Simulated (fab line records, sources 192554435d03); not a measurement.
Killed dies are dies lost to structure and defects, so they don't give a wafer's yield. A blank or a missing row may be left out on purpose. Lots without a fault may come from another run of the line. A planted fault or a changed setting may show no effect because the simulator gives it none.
fab line records | flow n5_finfet | part 2 of 2: steps 4 to 6 of 6
record lots=23 wafers=69 last_day=20
route steps=1938 shown FIN_SAQP@121 FIN_CUT@166 STI_FIN_REVEAL@184
lots that met no fault: from a run of the same line without faults
start_h: hours from the record's first day to the start of the lot's first wafer shown | wait_h: hours since the lot's step before | " the same as in the row above | L1.1+2: a row that stands for several wafers | - no value, or no start given | * or withheld: withheld | < > ~ a bound
route shown NAME@n: a module of which the file shows steps, and the number in the route of the first | usual: mean/standard deviation of fault-free wafers | same: alike in all rows | chamber/n: place in a boat | sites: the reading at each site | _std_site: their standard deviation | _edge_site: outer sites' mean less inner sites' | radius_mm: how far each site lies from the wafer's centre | mask NAME#n: copy n | behind: the tool/chamber that last shaped the wafer | hold: why the lot was held/for how many hours/how that ended | device: the transistor (n, p or np) that didn't switch | end of line: the same wafers' tests at the end of the route | a step without rows: its recipe alone | killed: dies lost to structure and defects at the first sort, not the wafer's yield | map: a wafer's dies, x killed, . not, _ none there
set.NAME: the setting as run; set.NAME@STEP: as run at that earlier step | model.NAME: the simulator's own value behind a step, which no gauge read
steps of the route over a sample of lots; a table a step, a row a wafer
services: from which hour (start_h, from the record's first day; less than 0 if before it) a tool's chamber was out of use, for how many hours, and why
## steps
# step N5_FIN_CUT_STRIP_22
# recipe chemistry=N2/H2 power_w=500 temp_c=40 pressure_mtorr=50 rf_frequency_hz=6e+07 overash_fraction=0.3 bias_power_w=8 h2_frac=0.5 n2_flow_sccm=300 h2_flow_sccm=300
# usual drypump_motor_current_A=5.5/0.48 oes_product_au=0.75/0.051 power_w=499.8/1.5 rf_vpp_V=54.2/2.2 showerhead_plenum_p_Torr=3.42/0.11 throttle_valve_pct=18.9/0.34
# columns lot.wafer tool chamber start_h wait_h drypump_motor_current_A oes_product_au power_w rf_hours_counter_h rf_vpp_V showerhead_plenum_p_Torr throttle_valve_pct
L074.2 rie_diel-04 3 28.40 0.0 5.7 0.79 502.7 95 57.2 3.38 18.8
L074.3 " 1 " " 6.1 0.71 500.3 187 53.4 3.21 18.7
L074.5 " 3 " " 5.7 0.80 500.9 - 54.8 3.38 18.8
L075.1 rie_diel-01 0 35.67 0.1 5.5 0.79 497.4 106 55.2 3.52 18.7
L075.5 " 3 " " 4.6 0.78 500.5 - 57.8 3.51 18.4
L075.6 " 2 " " 5.0 0.79 502.2 - 52.5 3.38 18.8
L076.2 rie_diel-02 3 39.11 0.0 5.5 0.87 500.5 39 56.6 3.56 18.4
L076.3 " 1 " " 5.1 0.79 501.7 107 55.6 3.52 18.8
L076.5 " 3 " " 5.5 0.88 500.9 - 57.8 3.56 18.3
L077.4 rie_diel-04 1 45.52 0.0 6.1 0.69 499.5 192 54.2 3.21 18.7
L077.5 " 1 " " 6.1 0.71 499.9 - 53.9 3.20 18.7
L077.6 " 2 " " 5.5 0.75 499.8 - 53.5 3.36 18.9
L079.3 rie_diel-02 0 58.56 0.1 5.1 0.73 501.6 161 56.6 3.50 18.9
L079.5 " 1 " " 5.0 0.80 496.9 - 53.0 3.52 18.8
L079.6 " 0 " " 5.1 0.72 500.0 - 53.9 3.50 18.9
L080.3 rie_diel-04 2 64.87 0.1 5.5 0.73 500.8 155 57.6 3.35 18.9
L080.4 " 0 " " 6.1 0.71 500.3 211 49.8 3.46 19.2
L080.6 " 1 " " 6.1 0.70 501.0 - 56.1 3.20 18.8
L081.2 rie_diel-02 2 71.08 0.1 4.8 0.88 499.9 42 58.1 3.56 19.7
L081.5 " 2 " " 4.8 0.90 498.9 - 51.0 3.56 19.7
L081.6 " 3 " " 5.5 0.85 502.1 - 52.3 3.56 18.3
L082.2 rie_diel-04 2 76.32 0.1 5.5 0.74 497.7 158 55.7 3.35 19.0
L082.4 " 1 " " 6.1 0.69 498.2 201 55.5 3.20 18.8
L082.5 " 2 " " 5.5 0.74 498.8 - 55.0 3.35 18.9
L083.2 rie_diel-01 0 83.15 0.0 5.5 0.78 497.2 120 57.0 3.51 18.8
L083.5 " 0 " " 5.5 0.78 499.5 - 55.6 3.51 18.7
L083.6 " 3 " " 4.7 0.76 499.0 - 52.7 3.50 18.4
L084.1 rie_diel-01 0 89.45 0.2 5.5 0.77 500.8 122 54.1 3.51 18.7
L084.3 " 1 " " 5.8 0.72 499.4 202 51.4 3.47 19.5
L084.4 " 2 " " 5.0 0.78 500.9 124 54.2 3.37 18.8
L085.1 rie_diel-01 3 93.61 0.1 4.6 0.76 499.6 142 55.0 3.50 18.5
L085.2 " 2 " " 4.9 0.79 499.9 125 53.9 3.37 18.9
L085.5 " 3 " " 4.7 0.79 500.6 - 56.4 3.50 18.4
L086.2 rie_diel-04 2 100.81 0.0 5.5 0.72 502.0 166 58.6 3.35 18.9
L086.4 " 0 " " 6.1 0.71 500.5 223 54.6 3.46 19.2
L086.6 " 1 " " 6.1 0.70 499.6 - 54.5 3.20 18.7
L087.2 rie_diel-04 1 106.04 0.0 6.1 0.70 498.4 211 54.8 3.20 18.7
L087.5 " 0 " " 6.1 0.71 497.4 - 57.7 3.46 19.3
L087.6 " 1 " " 6.1 0.68 500.0 - 53.4 3.19 18.8
L088.1 rie_diel-04 2 110.94 0.0 5.5 0.75 499.5 169 54.6 3.34 19.0
L088.2 " 3 " " 5.7 0.80 500.9 116 49.0 3.37 18.8
L088.4 " 1 " " 6.0 0.70 501.5 212 53.3 3.20 18.8
L089.1 rie_diel-01 2 118.63 0.3 5.0 0.78 497.6 135 53.8 3.37 18.9
L089.2 " 1 " " 5.8 0.71 500.1 212 52.8 3.47 19.5
L089.6 " 3 " " 4.7 0.78 499.3 - 52.6 3.50 18.5
L090.2 rie_diel-04 2 125.38 0.1 5.5 0.73 500.5 173 55.7 3.34 19.0
L090.4 " 0 " " 6.1 0.72 500.6 230 48.8 3.45 19.3
L090.6 " 2 " " 5.5 0.73 498.2 - 51.5 3.34 19.0
L091.2 rie_diel-01 2 130.46 0.0 5.0 0.78 499.7 140 54.1 3.36 18.9
L091.4 " 1 " " 5.8 0.70 499.6 217 52.8 3.46 19.6
L091.6 " 3 " " 4.7 0.74 501.2 - 50.8 3.50 18.5
L092.3 rie_diel-04 0 136.69 0.0 6.1 0.71 501.2 233 54.9 3.45 19.3
L092.4 " 2 " " 5.5 0.72 499.4 177 54.5 3.34 19.0
L092.5 " 2 " " 5.5 0.73 499.7 - 50.4 3.34 19.0
L093.1 rie_diel-02 3 141.84 0.0 5.5 0.82 496.5 70 55.6 3.55 18.3
L093.2 " 1 " " 5.0 0.77 501.1 138 54.2 3.51 18.8
L093.5 " 3 " " 5.5 0.83 499.8 - 53.3 3.55 18.4
L094.2 rie_diel-04 3 147.89 0.1 5.7 0.77 500.1 126 53.5 3.36 18.8
L094.3 " 0 " " 6.1 0.70 498.3 236 54.2 3.45 19.3
L094.5 " 1 " " 6.1 0.68 498.2 - 52.2 3.19 18.8
L095.1 rie_diel-01 2 154.40 0.3 5.0 0.77 501.8 147 53.0 3.36 18.9
L095.4 " 1 " " 5.8 0.71 497.0 225 52.3 3.46 19.6
L095.5 " 0 " " 5.5 0.77 496.3 - 53.7 3.50 18.8
L096.1 rie_diel-04 0 159.40 0.0 6.1 0.70 496.1 240 55.8 3.45 19.3
L096.4 " 2 " " 5.5 0.73 500.4 183 51.8 3.34 19.0
L096.6 " 0 " " 6.1 0.71 500.9 - 53.4 3.45 19.3
L097.1 rie_diel-02 1 165.03 0.0 5.1 0.77 500.6 144 52.4 3.50 18.8
L097.4 " 0 " " 5.0 0.70 499.2 - 55.3 3.48 19.0
L097.6 " 1 " " 5.0 0.75 502.0 - 52.1 3.50 18.8
# step N5_STI_FIN_REVEAL_ALD_14
# recipe material=Si3N4 target_thk_a=30 temp_c=400 ald_precursor_family=SiH2I2 ald_co_reactant=N2/H2-plasma pressure_torr=2
# usual heater_power_w=831/78
# columns lot.wafer tool chamber start_h wait_h heater_power_w
L074.2 ald_sin-04 2 28.65 0.0 743
L074.3 " 3 " " 740
L074.5 " 0 " " 872
L075.1 ald_sin-03 1 35.92 0.0 859
L075.5 " 1 " " 864
L075.6 " 0 " " 889
L076.2 ald_sin-04 2 39.50 0.0 740
L076.3 " 0 " " 882
L076.5 " 0 " " 874
L077.4 ald_sin-01 0 47.04 0.1 824
L077.5 " 2 " " 743
L077.6 " 3 " " 961
L079.3 ald_sin-04 0 58.81 0.0 882
L079.5 " 3 " " 767
L079.6 " 2 " " 782
L080.3 ald_sin-03 2 66.45 0.0 934
L080.4 " 0 " " 881
L080.6 " 1 " " 893
L081.2 ald_sin-03 0 71.34 0.0 860
L081.5 " 0 " " 878
L081.6 " 1 " " 876
L082.2 ald_sin-03 0 78.60 0.0 875
L082.4 " 3 " " 874
L082.5 " 2 " " 919
L083.2 ald_sin-01 3 83.89 0.0 954
L083.5 " 1 " " 806
L083.6 " 2 " " 733
L084.1 ald_sin-03 3 89.77 0.0 887
L084.3 " 1 " " 856
L084.4 " 0 " " 870
L085.1 ald_sin-04 0 93.91 0.0 907
L085.2 " 1 " " 705
L085.5 " 3 " " 747
L086.2 ald_sin-03 2 101.06 0.0 917
L086.4 " 0 " " 876
L086.6 " 1 " " 892
L087.2 ald_sin-04 3 106.28 0.0 735
L087.5 " 3 " " 753
L087.6 " 1 " " 696
L088.1 ald_sin-04 0 111.19 0.0 899
L088.2 " 1 " " 684
L088.4 " 0 " " 893
L089.1 ald_sin-04 2 118.88 0.0 762
L089.2 " 3 " " 756
L089.6 " 1 " " 712
L090.2 ald_sin-01 3 125.79 0.0 941
L090.4 " 1 " " 784
L090.6 " 0 " " 847
L091.2 ald_sin-04 1 131.33 0.0 683
L091.4 " 0 " " 890
L091.6 " 0 " " 881
L092.3 ald_sin-04 0 136.93 0.0 882
L092.4 " 1 " " 698
L092.5 " 0 " " 889
L093.1 ald_sin-01 0 143.48 0.0 853
L093.2 " 1 " " 768
L093.5 " 3 " " 936
L094.2 ald_sin-03 3 148.14 0.0 885
L094.3 " 2 " " 925
L094.5 " 1 " " 875
L095.1 ald_sin-03 0 154.72 0.0 876
L095.4 " 2 " " 918
L095.5 " 1 " " 871
L096.1 ald_sin-01 0 159.65 0.0 871
L096.4 " 1 " " 794
L096.6 " 2 " " 778
L097.1 ald_sin-01 0 166.05 0.0 840
L097.4 " 1 " " 789
L097.6 " 2 " " 764
# step N5_STI_FIN_REVEAL_ETCH_34
# recipe chemistry=H2 mode=isotropic material=Si target=Si target_depth_a=9.7 temp_c=20 pressure_mtorr=4.5 icp_w=300 bias_w=0 h2_flow_sccm=7.5 he_flow_sccm=142.5
# usual drypump_motor_current_A=5.8/0.37 he_flow_sccm=142.6/0.37 oes_product_au=0.998/0.01 throttle_valve_pct=25.7/0.41
# columns lot.wafer tool chamber start_h wait_h drypump_motor_current_A he_flow_sccm oes_product_au rf_hours_counter_h throttle_valve_pct
L074.2 rie_si-03 3 37.12 0.1 5.4 143.0 0.980 97 25.7
L074.3 " 1 " " 6.1 142.8 0.996 20 26.4
L074.5 " 2 " " 6.1 142.3 0.982 - 25.8
L075.1 rie_si-06 3 44.58 0.2 5.1 141.8 1.002 74 25.5
L075.5 " 2 " " 6.0 142.3 1.009 - 25.6
L075.6 " 1 " " 5.8 142.6 1.005 - 25.8
L076.2 rie_si-06 1 49.61 0.1 5.9 142.7 1.004 16 25.8
L076.3 " 3 " " 5.1 142.7 1.010 74 25.5
L076.5 " 1 " " 5.8 142.5 1.004 - 25.8
L077.4 rie_si-01 1 54.97 0.1 5.4 143.0 1.007 2 25.3
L077.5 " 3 " " 6.0 142.0 0.994 - 26.1
L077.6 " 0 " " 5.5 142.1 0.994 - 25.2
L079.3 rie_si-03 0 68.91 0.1 5.9 142.8 0.994 119 25.5
L079.5 " 2 " " 6.2 142.7 0.991 - 25.8
L079.6 " 1 " " 6.1 142.7 0.983 - 26.4
L080.3 rie_si-01 0 74.40 0.1 5.5 142.6 0.999 168 25.3
L080.4 " 3 " " 6.0 142.5 1.006 144 26.1
L080.6 " 0 " " 5.5 143.0 0.996 - 25.2
L081.2 rie_si-01 3 81.61 0.1 6.0 143.2 1.008 145 26.1
L081.5 " 1 " " 5.5 142.6 1.005 - 25.3
L081.6 " 0 " " 5.5 142.6 0.991 - 25.2
L082.2 rie_si-03 0 86.65 0.1 5.9 142.6 0.989 120 25.5
L082.4 " 1 " " 6.1 142.6 0.997 21 26.4
L082.5 " 0 " " 5.9 142.8 0.984 - 25.5
L083.2 rie_si-01 3 92.01 0.1 6.0 143.4 1.000 145 26.1
L083.5 " 1 " " 5.4 142.5 1.003 - 25.3
L083.6 " 0 " " 5.5 142.7 0.986 - 25.2
L084.1 rie_si-06 0 97.77 0.2 6.5 142.9 0.999 53 25.0
L084.3 " 1 " " 5.8 143.1 0.990 17 25.8
L084.4 " 3 " " 5.1 142.6 1.005 75 25.5
L085.1 rie_si-06 2 102.06 0.2 6.1 142.5 1.016 130 25.6
L085.2 " 1 " " 5.8 142.6 0.999 17 25.8
L085.5 " 1 " " 5.8 142.9 0.995 - 25.8
L086.2 rie_si-01 0 108.98 0.1 5.5 143.3 0.992 168 25.3
L086.4 " 1 " " 5.4 142.4 1.016 3 25.3
L086.6 " 3 " " 6.1 142.8 0.995 - 26.1
L087.2 rie_si-01 0 114.90 0.1 5.5 142.5 0.990 168 25.3
L087.5 " 2 " " 5.5 141.8 1.017 - 26.3
L087.6 " 1 " " 5.4 142.3 1.001 - 25.4
L088.1 rie_si-06 0 119.17 0.2 6.4 142.2 1.008 54 25.0
L088.2 " 3 " " 5.1 141.9 0.995 76 25.5
L088.4 " 2 " " 6.1 142.7 0.993 131 25.6
L089.1 rie_si-03 1 126.79 0.2 6.1 143.0 0.994 22 26.4
L089.2 " 0 " " 5.9 143.4 0.992 121 25.5
L089.6 " 0 " " 5.9 143.2 0.986 - 25.5
L090.2 rie_si-01 2 133.79 0.1 5.5 142.8 1.007 9 26.3
L090.4 " 0 " " 5.5 142.7 1.000 169 25.2
L090.6 " 2 " " 5.5 142.9 1.016 - 26.3
L091.2 rie_si-06 2 139.27 0.1 6.1 142.7 1.008 131 25.6
L091.4 " 0 " " 6.5 143.2 0.997 54 25.0
L091.6 " 1 " " 5.8 143.0 0.982 - 25.8
L092.3 rie_si-06 3 144.86 0.1 5.1 142.5 1.002 76 25.5
L092.4 " 0 " " 6.5 142.8 1.007 54 25.0
L092.5 " 2 " " 6.0 142.1 1.007 - 25.6
L093.1 rie_si-03 0 151.54 0.2 5.9 142.8 0.979 121 25.5
L093.2 " 2 " " 6.1 142.6 0.989 40 25.8
L093.5 " 2 " " 6.2 142.8 0.994 - 25.8
L094.2 rie_si-01 1 156.06 0.1 5.5 142.5 1.003 4 25.3
L094.3 " 3 " " 6.0 142.9 1.000 146 26.1
L094.5 " 2 " " 5.5 142.0 1.014 - 26.3
L095.1 rie_si-01 3 162.65 0.2 6.0 143.0 0.994 146 26.1
L095.4 " 2 " " 5.5 142.9 1.009 10 26.3
L095.5 " 2 " " 5.5 142.6 1.004 - 26.3
L096.1 rie_si-06 2 167.79 0.2 6.1 142.8 1.002 132 25.6
L096.4 " 3 " " 5.1 143.0 0.987 76 25.5
L096.6 " 0 " " 6.5 142.2 1.003 - 25.0
L097.1 rie_si-03 1 174.12 0.2 6.1 142.5 0.997 23 26.4
L097.4 " 3 " " 5.4 142.8 0.988 99 25.7
L097.6 " 1 " " 6.1 142.4 1.002 - 26.4
## services
# columns tool chamber start_h hours kind
rie_diel-01 1 2.73 6.3 repair
rie_diel-05 1 5.36 16.8 repair
rie_si-01 3 5.45 46.2 repair
ald_sin-03 - 6.39 2.1 repair
rie_diel-04 1 8.23 5.3 repair
rie_diel-02 - 9.99 15.6 pm
rie_diel-04 0 15.45 16.7 repair
rie_diel-05 - 20.76 2.8 pm
rie_si-01 1 22.86 4.7 repair
rie_diel-05 - 24.93 0.3 repair
ald_sin-04 1 35.32 14.6 repair
rie_si-06 0 36.93 2.3 repair
rie_diel-04 3 40.64 4.0 repair
rie_si-01 - 40.80 0.2 repair
rie_si-01 1 57.50 3.5 repair
rie_diel-04 3 87.56 2.5 repair
rie_diel-02 0 100.91 6.0 repair
rie_si-01 - 115.94 0.4 repair
ald_sin-03 3 134.81 2.6 repair
rie_diel-02 2 137.47 6.3 repair
rie_si-01 0 140.30 7.5 repair
rie_si-01 1 147.26 3.2 repair
ald_sin-04 - 164.23 2.8 pm
rie_diel-02 3 164.68 12.2 repair
